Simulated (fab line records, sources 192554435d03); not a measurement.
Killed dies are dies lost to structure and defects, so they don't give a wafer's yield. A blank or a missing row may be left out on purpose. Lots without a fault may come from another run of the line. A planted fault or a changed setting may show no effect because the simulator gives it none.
fab line records | flow n5_finfet
record lots=24 wafers=72 last_day=18
route steps=1938 shown BEOL_M14@1770 BEOL_M15@1790 MIM_BOT_ETCH@1867 TV_OPEN@1889 PASSIVATION@1910
lots that met no fault: from a run of the same line without faults
start_h: hours from the record's first day to the start of the lot's first wafer shown | wait_h: hours since the lot's step before | " the same as in the row above | L1.1+2: a row that stands for several wafers | - no value, or no start given | * or withheld: withheld | < > ~ a bound
route shown NAME@n: a module of which the file shows steps, and the number in the route of the first | usual: mean/standard deviation of fault-free wafers | same: alike in all rows | chamber/n: place in a boat | sites: the reading at each site | _std_site: their standard deviation | _edge_site: outer sites' mean less inner sites' | radius_mm: how far each site lies from the wafer's centre | mask NAME#n: copy n | behind: the tool/chamber that last shaped the wafer | hold: why the lot was held/for how many hours/how that ended | device: the transistor (n, p or np) that didn't switch | end of line: the same wafers' tests at the end of the route | a step without rows: its recipe alone | killed: dies lost to structure and defects at the first sort, not the wafer's yield | map: a wafer's dies, x killed, . not, _ none there
set.NAME: the setting as run; set.NAME@STEP: as run at that earlier step | model.NAME: the simulator's own value behind a step, which no gauge read
steps of the route over a sample of lots; a table a step, a row a wafer
services: from which hour (start_h, from the record's first day; less than 0 if before it) a tool's chamber was out of use, for how many hours, and why
## steps
# step N5_BEOL_M14_DEP_53
# recipe material=SiCN target_thk_a=500 temp_c=withheld precursor=3MS/NH3 pressure_torr=3 rf_w=675 time_s=17.8
# usual showerhead_plenum_p_Torr=4.168/0.027 throttle_valve_pct=17.9/0.94
# columns lot.wafer tool chamber start_h wait_h showerhead_plenum_p_Torr throttle_valve_pct
L074.1 pecvd-02 1 273.77 0.0 4.196 19.8
L074.3 " 2 " " 4.178 17.7
L074.5 " 1 " " 4.194 19.8
L075.3 pecvd-04 2 276.40 0.0 4.153 17.0
L075.4 " 0 " " 4.114 17.1
L075.6 " 2 " " 4.172 17.1
L077.1 pecvd-04 1 283.99 0.0 4.175 17.1
L077.3 " 2 " " 4.162 17.0
L077.5 " 0 " " 4.129 17.3
L076.1 pecvd-04 0 285.88 0.0 4.118 17.0
L076.3 " 1 " " 4.181 17.0
L076.6 " 0 " " 4.119 17.0
L079.3 pecvd-02 0 298.21 0.0 4.174 18.5
L079.4 " 0 " " 4.174 18.6
L079.6 " 1 " " 4.196 19.7
L078.2 pecvd-04 0 303.99 0.0 4.120 17.4
L078.4 " 2 " " 4.180 17.1
L078.5 " 0 " " 4.114 17.2
L080.1 pecvd-04 2 305.01 0.0 4.172 17.1
L080.2 " 0 " " 4.119 17.3
L080.6 " 1 " " 4.188 17.2
L081.2 pecvd-04 0 310.64 0.0 4.129 16.9
L081.4 " 0 " " 4.124 17.1
L081.5 " 1 " " 4.188 17.2
L082.2 pecvd-02 2 312.89 0.0 4.180 18.0
L082.4 " 1 " " 4.188 19.7
L082.6 " 2 " " 4.195 17.7
L083.2 pecvd-02 1 322.31 0.0 4.198 19.6
L083.4 " 1 " " 4.198 19.8
L083.5 " 2 " " 4.178 17.6
L084.1 pecvd-03 0 322.65 0.0 4.133 18.3
L084.3 " 0 " " 4.119 18.4
L084.4 " 2 " " 4.180 17.2
L085.3 pecvd-02 0 338.28 0.0 4.168 18.5
L085.5 " 0 " " 4.173 18.4
L085.6 " 2 " " 4.180 17.8
L087.2 pecvd-02 0 341.56 0.0 4.167 18.2
L087.4 " 2 " " 4.182 17.8
L087.6 " 0 " " 4.156 18.2
L088.2 pecvd-02 2 344.34 0.0 4.172 17.9
L088.3 " 0 " " 4.171 18.3
L088.5 " 2 " " 4.186 18.4
L086.1 pecvd-04 1 345.27 0.0 4.173 17.0
L086.2 " 2 " " 4.170 17.0
L086.5 " 1 " " 4.176 17.0
L089.2 pecvd-03 0 350.03 0.0 4.133 18.3
L089.4 " 2 " " 4.189 17.1
L089.6 " 1 " " 4.124 18.2
L091.2 pecvd-02 0 356.99 0.0 4.170 18.4
L091.4 " 2 " " 4.182 17.7
L091.6 " 1 " " 4.194 20.0
L090.1 pecvd-04 2 360.53 0.0 4.174 17.0
L090.5 " 2 " " 4.181 17.1
L090.6 " 0 " " 4.116 17.1
L092.2 pecvd-02 1 373.62 0.0 4.200 20.0
L092.5 " 2 " " 4.201 17.9
L092.6 " 1 " " 4.197 19.4
L093.3 pecvd-03 2 375.38 0.0 4.182 16.9
L093.4 " 0 " " 4.120 18.2
L093.5 " 2 " " 4.182 17.1
L094.4 pecvd-02 0 381.18 0.0 4.163 18.3
L094.5 " 2 " " 4.178 17.8
L094.6 " 1 " " 4.204 19.7
L095.1 pecvd-03 1 386.95 0.0 4.122 18.4
L095.5 " 2 " " 4.186 17.0
L095.6 " 1 " " 4.129 18.3
L097.1 pecvd-04 2 408.84 0.0 4.176 17.2
L097.4 " 2 " " 4.162 17.3
L097.5 " 0 " " 4.125 17.0
L096.1 pecvd-02 1 417.71 0.0 4.187 16.5
L096.2 " 0 " " 4.170 18.2
L096.3 " 2 " " 4.186 17.9
# step N5_BEOL_M14_INSPECT_55
# recipe inspect_instrument=darkfield mode=post_dep
# usual raw_defect_count=73/30
# columns lot.wafer tool chamber start_h wait_h raw_defect_count
L074.1 defect_inspect-01 - 273.87 0.0 54
L074.3 " - " " 68
L074.5 " - " " 52
L075.3 defect_inspect-02 - 276.49 0.0 79
L075.4 " - " " 75
L075.6 " - " " 65
L077.1 defect_inspect-02 - 284.09 0.0 63
L077.3 " - " " 93
L077.5 " - " " 78
L076.1 defect_inspect-02 - 285.97 0.0 52
L076.3 " - " " 48
L076.6 " - " " 66
L079.3 defect_inspect-02 - 298.30 0.0 92
L079.4 " - " " 70
L079.6 " - " " 112
L078.2 defect_inspect-01 - 304.09 0.0 44
L078.4 " - " " 56
L078.5 " - " " 69
L080.1 defect_inspect-01 - 305.10 0.0 78
L080.2 " - " " 78
L080.6 " - " " 31
L081.2 defect_inspect-01 - 310.73 0.0 45
L081.4 " - " " 45
L081.5 " - " " 67
L082.2 defect_inspect-02 - 312.99 0.0 71
L082.4 " - " " 66
L082.6 " - " " 73
L083.2 defect_inspect-02 - 322.41 0.0 29
L083.4 " - " " 65
L083.5 " - " " 53
L084.1 defect_inspect-02 - 322.76 0.0 85
L084.3 " - " " 68
L084.4 " - " " 83
L085.3 defect_inspect-02 - 338.37 0.0 41
L085.5 " - " " 69
L085.6 " - " " 92
L087.2 defect_inspect-02 - 341.66 0.0 46
L087.4 " - " " 74
L087.6 " - " " 42
L088.2 defect_inspect-02 - 344.44 0.0 143
L088.3 " - " " 166
L088.5 " - " " 164
L086.1 defect_inspect-02 - 345.36 0.0 128
L086.2 " - " " 60
L086.5 " - " " 84
L089.2 defect_inspect-02 - 350.13 0.0 68
L089.4 " - " " 53
L089.6 " - " " 59
L091.2 defect_inspect-01 - 357.08 0.0 73
L091.4 " - " " 58
L091.6 " - " " 54
L090.1 defect_inspect-02 - 360.62 0.0 74
L090.5 " - " " 57
L090.6 " - " " 63
L092.2 defect_inspect-01 - 373.71 0.0 50
L092.5 " - " " 51
L092.6 " - " " 57
L093.3 defect_inspect-01 - 375.47 0.0 43
L093.4 " - " " 46
L093.5 " - " " 61
L094.4 defect_inspect-02 - 381.26 0.0 53
L094.5 " - " " 109
L094.6 " - " " 88
L095.1 defect_inspect-01 - 387.04 0.0 46
L095.5 " - " " 59
L095.6 " - " " 43
L097.1 defect_inspect-02 - 408.94 0.0 71
L097.4 " - " " 78
L097.5 " - " " 64
L096.1 defect_inspect-01 - 417.80 0.0 93
L096.2 " - " " 202
L096.3 " - " " 118
# step N5_BEOL_M15_STRIP_64
# recipe chemistry=O2 power_w=600 temp_c=60 pressure_mtorr=30 rf_frequency_hz=6e+07 bias_power_w=0 overash_fraction=0.3 o2_flow_sccm=225
# usual drypump_motor_current_A=5.6/0.48 oes_product_au=0.81/0.08 rf_vpp_V=3.7/0.47 showerhead_plenum_p_Torr=2.07/0.07 throttle_valve_pct=16.7/0.34
# columns lot.wafer tool chamber start_h wait_h drypump_motor_current_A oes_product_au rf_hours_counter_h rf_vpp_V showerhead_plenum_p_Torr throttle_valve_pct
L074.1 rie_diel-06 3 - - 5.3 0.70 203 3.2 1.97 16.9
L074.3 " 0 " " 5.3 0.80 90 3.3 2.05 16.9
L074.5 " 3 " " 5.3 0.70 - 4.7 1.97 16.9
L075.3 rie_diel-02 0 - - 6.0 0.74 204 4.1 2.06 17.0
L075.4 " 1 " " 5.9 0.81 - 4.0 2.03 16.4
L075.6 " 0 " " 5.9 0.73 - 3.4 2.06 17.0
L077.1 rie_diel-02 3 - - 5.1 0.75 161 3.7 1.99 17.1
L077.3 " 1 " " 6.0 0.81 102 4.0 2.03 16.5
L077.5 " 0 " " 6.0 0.73 - 3.2 2.05 17.0
L076.1 rie_diel-06 0 - - 5.4 0.80 95 4.2 2.04 16.9
L076.3 " 1 " " 5.2 0.94 18 3.7 2.24 16.4
L076.6 " 1 " " 5.1 0.94 - 3.9 2.23 16.4
L079.3 rie_diel-02 2 - - 5.7 0.95 5 3.5 2.03 16.1
L079.4 " 1 " " 5.9 0.81 106 3.4 2.03 16.5
L079.6 " 3 " " 5.1 0.75 - 3.2 1.99 17.1
L078.2 rie_diel-06 0 - - 5.3 0.80 101 3.8 2.04 16.9
L078.4 " 1 " " 5.1 0.92 23 4.6 2.23 16.5
L078.5 " 0 " " 5.3 0.80 - 3.2 2.04 16.9
L080.1 rie_diel-02 3 - - 5.0 0.74 167 4.1 1.99 17.1
L080.2 " 2 " " 5.8 0.93 8 3.4 2.03 16.1
L080.6 " 2 " " 5.8 0.94 - 3.8 2.03 16.1
L081.2 rie_diel-02 1 - - 5.9 0.80 110 3.5 2.03 16.5
L081.4 " 3 " " 5.1 0.74 169 3.3 1.99 17.1
L081.5 " 3 " " 5.1 0.74 - 3.0 1.99 17.1
L082.2 rie_diel-02 1 - - 5.9 0.80 111 4.3 2.03 16.5
L082.4 " 0 " " 5.9 0.73 217 3.2 2.05 17.0
L082.6 " 0 " " 6.0 0.73 - 4.2 2.05 17.0
L083.2 rie_diel-04 0 - - 5.6 0.88 37 3.6 2.07 16.9
L083.4 " 1 " " 6.5 0.76 154 3.7 2.11 16.6
L083.5 " 0 " " 5.6 0.89 - 2.7 2.07 16.9
L084.1 rie_diel-06 2 - - 4.8 0.85 47 3.3 2.13 16.4
L084.3 " 3 " " 5.3 0.69 220 3.9 1.96 17.0
L084.4 " 1 " " 5.2 0.91 30 4.1 2.23 16.5
L085.3 rie_diel-04 0 - - 5.6 0.87 41 3.8 2.07 16.9
L085.5 " 0 " " 5.5 0.85 - 3.3 2.07 16.9
L085.6 " 1 " " 6.5 0.74 - 3.3 2.11 16.6
L087.2 rie_diel-02 0 - - 6.0 0.72 227 4.1 2.05 17.0
L087.4 " 2 " " 5.8 0.91 19 3.6 2.03 16.1
L087.6 " 3 " " 5.1 0.74 - 3.5 1.99 17.1
L088.2 rie_diel-04 1 - - 6.5 0.75 162 3.4 2.11 16.6
L088.3 " 2 " " 6.1 0.92 14 4.5 2.15 16.6
L088.5 " 1 " " 6.5 0.74 - 3.6 2.11 16.6
L086.1 rie_diel-06 0 - - 5.3 0.78 115 4.2 2.04 17.0
L086.2 " 1 " " 5.1 0.88 37 3.4 2.23 16.5
L086.5 " 1 " " 5.1 0.90 - 3.4 2.23 16.5
L089.2 rie_diel-02 3 - - 5.1 0.74 181 3.8 1.99 17.1
L089.4 " 0 " " 6.0 0.72 229 3.7 2.05 17.0
L089.6 " 2 " " 5.8 0.90 - 4.1 2.03 16.1
L091.2 rie_diel-04 2 - - 6.1 0.91 19 3.7 2.15 16.6
L091.4 " 1 " " 6.5 0.74 - 3.7 2.11 16.6
L091.6 " 2 " " 6.1 0.90 - 4.5 2.15 16.6
L090.1 rie_diel-06 2 - - 4.8 0.83 60 3.9 2.13 16.4
L090.5 " 1 " " 5.1 0.89 - 3.2 2.23 16.5
L090.6 " 2 " " 4.8 0.84 - 3.6 2.13 16.4
L092.2 rie_diel-04 2 - - 6.1 0.89 26 4.2 2.15 16.7
L092.5 " 1 " " 6.5 0.73 - 2.5 2.11 16.6
L092.6 " 0 " " 5.6 0.84 - 3.2 2.06 16.9
L093.3 rie_diel-02 1 - - 5.9 0.79 130 4.0 2.02 16.5
L093.4 " 0 " " 6.0 0.72 236 4.3 2.04 17.1
L093.5 " 3 " " 5.0 0.73 - 3.1 1.98 17.1
L094.4 rie_diel-04 0 - - 5.6 0.84 58 3.4 2.06 16.9
L094.5 " 3 " " 5.3 0.95 - 4.0 2.15 16.3
L094.6 " 0 " " 5.6 0.84 - 3.3 2.06 16.9
L095.1 rie_diel-02 0 - - 6.0 0.71 239 4.5 2.04 17.1
L095.5 " 3 " " 5.1 0.74 - 3.5 1.98 17.1
L095.6 " 2 " " 5.8 0.89 - 4.3 2.02 16.1
L097.1 rie_diel-02 1 - - 5.9 0.78 139 3.8 2.02 16.5
L097.4 " 3 " " 5.0 0.73 197 3.6 1.98 17.1
L097.5 " 3 " " 5.0 0.73 - 4.1 1.98 17.1
L096.1 rie_diel-02 3 - - 5.0 0.73 200 3.9 1.98 17.2
L096.2 " 2 " " 5.8 0.86 41 4.8 2.02 16.1
L096.3 " 1 " " 5.9 0.78 142 3.6 2.02 16.5
# step N5_MIM_BOT_ETCH_ETCH_03
# recipe chemistry=Cl2/BCl3 target_depth_a=120 pressure_mtorr=8 icp_w=800 bias_w=100 Cl2_flow_sccm=20 bcl3_flow_sccm=80
# usual drypump_motor_current_A=5.8/0.47 oes_product_au=0.83/0.072 throttle_valve_pct=27.6/0.33
# columns lot.wafer tool chamber start_h wait_h drypump_motor_current_A oes_product_au rf_hours_counter_h throttle_valve_pct
L074.1 rie_metal-01 0 285.29 0.1 6.4 0.87 7 27.6
L074.3 " 0 " " 6.4 0.88 - 27.6
L074.5 " 1 " " 5.9 0.81 - 27.9
L075.3 rie_metal-02 0 291.25 0.1 5.7 0.62 - 27.8
L075.4 " 1 " " 5.4 0.88 - 27.5
L075.6 " 0 " " 5.7 0.61 - 27.8
L077.1 rie_metal-01 1 296.76 0.1 5.9 0.80 34 27.9
L077.3 " 1 " " 5.9 0.81 - 27.9
L077.5 " 0 " " 6.4 0.88 - 27.6
L076.1 rie_metal-02 1 298.93 0.1 5.4 0.87 26 27.5
L076.3 " 1 " " 5.4 0.88 - 27.5
L076.6 " 1 " " 5.4 0.87 - 27.5
L079.3 rie_metal-01 1 309.91 0.1 5.9 0.79 - 27.9
L079.4 " 0 " " 6.4 0.86 - 27.6
L079.6 " 1 " " 5.9 0.80 - 27.9
L078.2 rie_metal-01 0 313.13 0.1 6.4 0.86 9 27.6
L078.4 " 0 " " 6.4 0.86 - 27.6
L078.5 " 0 " " 6.4 0.87 - 27.6
L080.1 rie_metal-01 1 315.67 0.1 5.9 0.79 36 27.9
L080.2 " 0 " " 6.4 0.86 10 27.6
L080.6 " 1 " " 5.9 0.79 - 27.9
L082.2 rie_metal-01 0 323.58 0.1 6.4 0.86 11 27.6
L082.4 " 1 " " 5.9 0.79 - 27.9
L082.6 " 0 " " 6.4 0.85 - 27.6
L081.2 rie_metal-02 1 325.69 0.1 5.4 0.87 28 27.5
L081.4 " 0 " " 5.7 0.96 - 27.4
L081.5 " 1 " " 5.4 0.87 - 27.5
L083.2 rie_metal-03 0 333.41 0.1 4.7 0.71 78 27.6
L083.4 " 1 " " 5.8 0.97 - 26.7
L083.5 " 1 " " 5.8 0.98 - 26.7
L084.1 rie_metal-01 0 333.67 0.1 6.4 0.86 12 27.6
L084.3 " 0 " " 6.4 0.86 - 27.6
L084.4 " 1 " " 5.9 0.79 - 27.9
L085.3 rie_metal-01 0 349.47 0.1 6.4 0.84 - 27.6
L085.5 " 1 " " 5.9 0.78 - 27.9
L085.6 " 0 " " 6.4 0.84 - 27.6
L087.2 rie_metal-02 0 356.24 0.1 5.7 0.93 4 27.4
L087.4 " 1 " " 5.4 0.85 - 27.6
L087.6 " 0 " " 5.7 0.93 - 27.4
L088.2 rie_metal-01 1 356.52 0.1 5.8 0.78 40 27.9
L088.3 " 1 " " 5.9 0.78 - 27.9
L088.5 " 1 " " 5.9 0.78 - 27.9
L086.1 rie_metal-03 0 363.79 0.1 4.7 0.71 80 27.6
L086.2 " 1 " " 5.8 0.94 4 26.7
L086.5 " 1 " " 5.8 0.96 - 26.7
L089.2 rie_metal-01 1 365.61 0.1 5.9 0.79 40 27.9
L089.4 " 0 " " 6.4 0.84 - 27.6
L089.6 " 0 " " 6.4 0.84 - 27.6
L091.2 rie_metal-01 1 368.38 0.1 5.9 0.77 41 27.9
L091.4 " 1 " " 5.9 0.78 - 27.9
L091.6 " 0 " " 6.4 0.82 - 27.6
L090.1 rie_metal-02 1 370.94 0.1 5.4 0.85 33 27.6
L090.5 " 1 " " 5.4 0.85 - 27.6
L090.6 " 0 " " 5.7 0.93 - 27.4
L092.2 rie_metal-03 0 382.90 0.1 4.7 0.70 82 27.6
L092.5 " 1 " " 5.8 0.92 - 26.7
L092.6 " 0 " " 4.7 0.70 - 27.6
L093.3 rie_metal-02 0 386.85 0.1 5.7 0.91 - 27.4
L093.4 " 1 " " 5.4 0.86 - 27.6
L093.5 " 1 " " 5.4 0.85 - 27.6
L094.4 rie_metal-01 1 392.78 0.1 5.9 0.77 - 27.9
L094.5 " 1 " " 5.9 0.78 - 27.9
L094.6 " 0 " " 6.4 0.82 - 27.6
L095.1 rie_metal-03 1 397.74 0.1 5.8 0.90 7 26.7
L095.5 " 1 " " 5.8 0.90 - 26.7
L095.6 " 0 " " 4.7 0.69 - 27.6
L097.1 rie_metal-01 0 424.20 0.1 6.4 0.81 21 27.6
L097.4 " 0 " " 6.4 0.80 - 27.6
L097.5 " 0 " " 6.4 0.80 - 27.6
L096.1 rie_metal-01 0 427.69 0.1 6.4 0.81 21 27.6
L096.2 " 1 " " 5.9 0.76 46 27.9
L096.3 " 1 " " 5.9 0.77 - 28.0
# step N5_PASSIVATION_STRIP_14
# recipe chemistry=O2 power_w=600 temp_c=60 pressure_mtorr=30 rf_frequency_hz=6e+07 bias_power_w=0 overash_fraction=0.5 o2_flow_sccm=225
# usual drypump_motor_current_A=5.5/0.49 oes_product_au=0.80/0.083 rf_vpp_V=3.7/0.91 showerhead_plenum_p_Torr=2.07/0.073 throttle_valve_pct=16.7/0.31
# columns lot.wafer tool chamber start_h wait_h drypump_motor_current_A oes_product_au rf_hours_counter_h rf_vpp_V showerhead_plenum_p_Torr throttle_valve_pct
L074.1 rie_diel-02 0 287.69 0.1 6.0 0.74 209 2.2 2.05 17.0
L074.3 " 2 " " 5.8 0.96 3 3.8 2.04 16.1
L074.5 " 0 " " 6.0 0.73 - 3.0 2.05 17.0
L075.3 rie_diel-06 2 293.24 0.1 4.8 0.87 36 3.0 2.13 16.4
L075.4 " 0 " " 5.3 0.79 97 4.4 2.04 16.9
L075.6 " 1 " " 5.1 0.95 - 3.6 2.23 16.4
L077.1 rie_diel-02 2 301.48 0.1 5.7 0.93 6 3.4 2.03 16.1
L077.3 " 1 " " 5.9 0.82 106 2.8 2.03 16.5
L077.5 " 3 " " 5.1 0.75 - 1.9 1.99 17.1
L076.1 rie_diel-04 1 301.90 0.1 6.5 0.73 148 3.2 2.12 16.6
L076.3 " 0 " " 5.6 0.89 31 3.6 2.07 16.8
L076.6 " 0 " " 5.6 0.88 - 4.5 2.07 16.9
L079.3 rie_diel-04 0 311.95 0.1 5.6 0.88 33 3.9 2.07 16.8
L079.4 " 1 " " 6.5 0.75 151 3.9 2.11 16.6
L079.6 " 1 " " 6.5 0.77 - 4.4 2.12 16.6
L078.2 rie_diel-06 2 315.20 0.1 4.8 0.86 44 4.4 2.13 16.4
L078.4 " 0 " " 5.3 0.80 105 4.9 2.04 17.0
L078.5 " 3 " " 5.2 0.70 - 4.0 1.96 17.0
L080.1 rie_diel-04 1 317.81 0.1 6.5 0.74 152 2.2 2.11 16.6
L080.2 " 2 " " 6.1 0.96 4 4.4 2.15 16.6
L080.6 " 2 " " 6.1 0.96 - 3.5 2.15 16.6
L082.2 rie_diel-06 0 326.15 0.1 5.3 0.79 109 4.3 2.04 17.0
L082.4 " 1 " " 5.1 0.91 31 2.6 2.23 16.5
L082.6 " 3 " " 5.2 0.69 - 4.2 1.96 17.0
L081.2 rie_diel-02 3 327.79 0.1 5.1 0.73 174 4.5 1.99 17.1
L081.4 " 2 " " 5.7 0.92 15 3.5 2.03 16.1
L081.5 " 0 " " 6.0 0.72 - 1.7 2.05 17.0
L083.2 rie_diel-04 2 336.31 0.1 6.1 0.94 10 3.3 2.15 16.6
L083.4 " 3 " " 5.3 0.68 249 3.5 2.15 16.7
L083.5 " 1 " " 6.5 0.74 - 3.4 2.11 16.6
L084.1 rie_diel-02 1 336.39 0.1 5.9 0.80 119 3.7 2.03 16.5
L084.3 " 0 " " 6.0 0.72 225 3.7 2.05 17.0
L084.4 " 3 " " 5.1 0.74 176 3.9 1.99 17.1
L085.3 rie_diel-02 3 354.41 0.1 5.0 0.73 182 5.5 1.98 17.1
L085.5 " 2 " " 5.8 0.91 - 4.4 2.03 16.1
L085.6 " 1 " " 5.9 0.79 - 2.5 2.02 16.5
L088.2 rie_diel-04 2 358.53 0.1 6.1 0.90 19 4.2 2.15 16.7
L088.3 " 0 " " 5.6 0.86 49 3.4 2.06 16.9
L088.5 " 0 " " 5.6 0.86 - 3.6 2.06 16.9
L087.2 rie_diel-02 0 358.60 0.1 6.0 0.71 231 2.7 2.05 17.1
L087.4 " 1 " " 6.0 0.79 125 3.4 2.02 16.5
L087.6 " 2 " " 5.8 0.90 - 3.5 2.03 16.1
L086.1 rie_diel-02 2 365.38 0.1 5.8 0.88 26 5.2 2.03 16.1
L086.2 " 3 " " 5.1 0.73 185 4.6 1.98 17.1
L086.5 " 3 " " 5.1 0.75 - 4.6 1.98 17.1
L089.2 rie_diel-06 2 368.12 0.1 4.8 0.83 62 4.4 2.12 16.4
L089.4 " 2 " " 4.8 0.83 - 2.5 2.13 16.4
L089.6 " 3 " " 5.3 0.70 - 3.5 1.96 16.9
L091.2 rie_diel-06 1 372.02 0.1 5.1 0.88 47 4.3 2.22 16.5
L091.4 " 3 " " 5.2 0.69 228 4.5 1.96 16.9
L091.6 " 2 " " 4.8 0.83 - 4.0 2.13 16.4
L090.1 rie_diel-06 2 373.37 0.1 4.8 0.83 64 3.9 2.12 16.4
L090.5 " 3 " " 5.3 0.68 - 3.1 1.96 16.9
L090.6 " 0 " " 5.3 0.77 - 3.1 2.04 17.0
L092.2 rie_diel-06 3 385.01 0.1 5.3 0.67 234 3.0 1.96 17.0
L092.5 " 0 " " 5.3 0.79 - 4.0 2.04 17.0
L092.6 " 2 " " 4.8 0.82 - 3.0 2.12 16.4
L093.3 rie_diel-06 0 389.93 0.1 5.3 0.76 125 3.7 2.03 17.0
L093.4 " 3 " " 5.3 0.67 - 5.4 1.96 17.0
L093.5 " 2 " " 4.8 0.81 - 4.6 2.12 16.4
L094.4 rie_diel-02 3 394.74 0.1 5.0 0.73 193 3.4 1.98 17.1
L094.5 " 3 " " 5.0 0.72 - 3.1 1.98 17.1
L094.6 " 0 " " 6.0 0.72 - 4.8 2.04 17.0
L095.1 rie_diel-06 3 399.75 0.1 5.3 0.66 239 4.6 1.96 17.0
L095.5 " 3 " " 5.3 0.67 - 2.8 1.96 17.0
L095.6 " 0 " " 5.3 0.77 - 5.2 2.03 17.0
L096.1 rie_diel-04 1 429.94 0.1 6.5 0.72 187 3.6 2.10 16.7
L096.2 " 2 " " 6.1 0.86 42 3.9 2.14 16.7
L096.3 " 3 " " 5.3 0.90 20 4.2 2.15 16.3
L097.1 rie_diel-06 2 430.92 0.1 4.8 0.80 85 3.3 2.12 16.5
L097.4 " 0 " " 5.4 0.77 136 4.8 2.03 17.0
L097.5 " 2 " " 4.8 0.81 - 4.4 2.12 16.4
# step N5_PASSIVATION_ETCH_59
# recipe chemistry=Cl2/BCl3 target=TaN target_depth_a=650 time_s=34.9 ion_energy_ev=100 pressure_mtorr=10 icp_w=900 bias_w=100 Cl2_flow_sccm=60 bcl3_flow_sccm=30
# usual drypump_motor_current_A=5.6/0.56 oes_product_au=0.82/0.089 throttle_valve_pct=20.9/0.31
# columns lot.wafer tool chamber start_h wait_h drypump_motor_current_A oes_product_au rf_hours_counter_h throttle_valve_pct
L074.1 rie_metal-02 1 289.92 0.3 5.4 0.88 23 20.9
L074.3 " 0 " " 5.7 0.61 - 21.5
L074.5 " 1 " " 5.4 0.89 - 20.8
L075.3 rie_metal-02 1 296.31 0.5 5.4 0.88 - 20.9
L075.4 " 1 " " 5.4 0.88 - 20.8
L075.6 " 1 " " 5.4 0.89 - 20.8
L077.1 rie_metal-01 1 303.45 0.3 5.9 0.81 35 21.2
L077.3 " 1 " " 5.9 0.82 - 21.2
L077.5 " 1 " " 5.9 0.82 - 21.2
L076.1 rie_metal-03 1 303.75 0.3 5.8 0.63 116 20.6
L076.3 " 0 " " 4.7 0.72 - 21.0
L076.6 " 1 " " 5.8 0.63 - 20.6
L079.3 rie_metal-01 0 315.20 0.2 6.4 0.86 - 21.1
L079.4 " 1 " " 5.8 0.80 - 21.2
L079.6 " 1 " " 5.9 0.80 - 21.2
L078.2 rie_metal-03 0 317.52 0.6 4.7 0.72 - 21.0
L078.4 " 0 " " 4.7 0.72 - 21.0
L078.5 " 0 " " 4.7 0.72 - 21.0
L080.1 rie_metal-01 0 319.71 0.3 6.4 0.86 11 21.1
L080.2 " 1 " " 5.9 0.80 37 21.2
L080.6 " 0 " " 6.4 0.86 - 21.1
L082.2 rie_metal-03 0 327.83 0.3 4.8 0.72 77 21.0
L082.4 " 0 " " 4.7 0.72 - 21.0
L082.6 " 0 " " 4.7 0.72 - 21.0
L081.2 rie_metal-02 1 331.75 0.3 5.4 0.88 29 20.9
L081.4 " 0 " " 5.7 0.95 - 21.1
L081.5 " 0 " " 5.7 0.95 - 21.1
L083.2 rie_metal-02 0 337.86 0.3 5.7 0.94 3 21.1
L083.4 " 0 " " 5.8 0.93 - 21.1
L083.5 " 1 " " 5.4 0.86 - 20.9
L084.1 rie_metal-01 1 338.34 0.3 5.9 0.80 39 21.2
L084.3 " 1 " " 5.9 0.80 - 21.2
L084.4 " 0 " " 6.4 0.84 - 21.1
L085.3 rie_metal-03 0 356.30 0.2 4.7 0.71 - 21.0
L085.5 " 0 " " 4.7 0.70 - 21.0
L085.6 " 1 " " 5.8 0.95 - 20.3
L088.2 rie_metal-03 1 361.37 0.3 5.8 0.95 4 20.2
L088.3 " 1 " " 5.8 0.94 - 20.3
L088.5 " 1 " " 5.8 0.94 - 20.3
L087.2 rie_metal-01 0 361.96 0.6 6.4 0.83 - 21.1
L087.4 " 0 " " 6.4 0.84 - 21.1
L087.6 " 0 " " 6.4 0.84 - 21.1
L086.1 rie_metal-01 0 367.30 0.3 6.4 0.83 16 21.1
L086.2 " 1 " " 5.9 0.79 41 21.2
L086.5 " 1 " " 5.9 0.79 - 21.2
L089.2 rie_metal-02 0 370.34 0.3 5.7 0.91 6 21.1
L089.4 " 0 " " 5.7 0.92 - 21.1
L089.6 " 1 " " 5.4 0.85 - 20.9
L091.2 rie_metal-01 0 374.76 0.4 6.4 0.82 17 21.1
L091.4 " 0 " " 6.4 0.82 - 21.1
L091.6 " 0 " " 6.4 0.82 - 21.1
L090.1 rie_metal-03 0 374.94 0.3 4.7 0.71 82 21.0
L090.5 " 0 " " 4.7 0.71 - 21.0
L090.6 " 1 " " 5.8 0.94 - 20.2
L092.2 rie_metal-01 1 386.91 0.3 5.8 0.78 43 21.2
L092.5 " 0 " " 6.4 0.81 - 21.1
L092.6 " 1 " " 5.9 0.78 - 21.2
L093.3 rie_metal-01 0 391.85 0.2 6.4 0.81 - 21.1
L093.4 " 1 " " 5.9 0.78 - 21.2
L093.5 " 1 " " 5.9 0.78 - 21.2
L094.4 rie_metal-03 0 397.33 0.2 4.7 0.70 - 21.0
L094.5 " 1 " " 5.8 0.92 - 20.2
L094.6 " 0 " " 4.7 0.70 - 21.0
L095.1 rie_metal-03 1 402.76 0.3 5.8 0.92 8 20.3
L095.5 " 1 " " 5.8 0.90 - 20.3
L095.6 " 0 " " 4.7 0.70 - 21.0
L096.1 rie_metal-02 0 431.96 0.3 5.7 0.89 10 21.1
L096.2 " 1 " " 5.4 0.85 37 20.9
L096.3 " 1 " " 5.4 0.85 - 20.9
L097.1 rie_metal-03 1 433.31 0.3 5.8 0.90 10 20.3
L097.4 " 0 " " 4.7 0.69 - 21.0
L097.5 " 0 " " 4.7 0.70 - 21.0
## services
# columns tool chamber start_h hours kind
pecvd-04 - 255.35 2.8 pm
rie_diel-02 2 265.88 - clean
rie_diel-02 2 265.88 - consumable_replace:focus_ring
rie_diel-02 2 265.88 14.2 scheduled_down
rie_diel-02 2 265.88 14.2 vent_cycle
rie_diel-06 - 266.11 2.8 pm
rie_diel-04 0 266.58 4.5 repair
pecvd-02 2 301.11 4.4 repair
pecvd-04 - 309.26 0.5 repair
pecvd-02 - 313.43 2.2 repair
pecvd-03 0 313.88 4.4 repair
pecvd-03 - 315.59 5.5 pm
pecvd-03 - 329.55 15.6 pm
rie_diel-06 3 330.98 3.6 repair
rie_diel-06 3 344.09 19.8 repair
rie_metal-01 1 357.37 4.6 repair
rie_diel-06 0 359.62 9.0 repair
rie_diel-06 1 372.98 32.4 repair
pecvd-04 - 375.29 6.0 pm
rie_diel-06 0 375.92 6.5 repair
pecvd-02 - 376.41 2.8 pm
rie_diel-04 1 393.86 2.4 repair
pecvd-02 0 397.09 3.0 repair
rie_diel-06 0 417.59 3.8 repair
## key
fault none
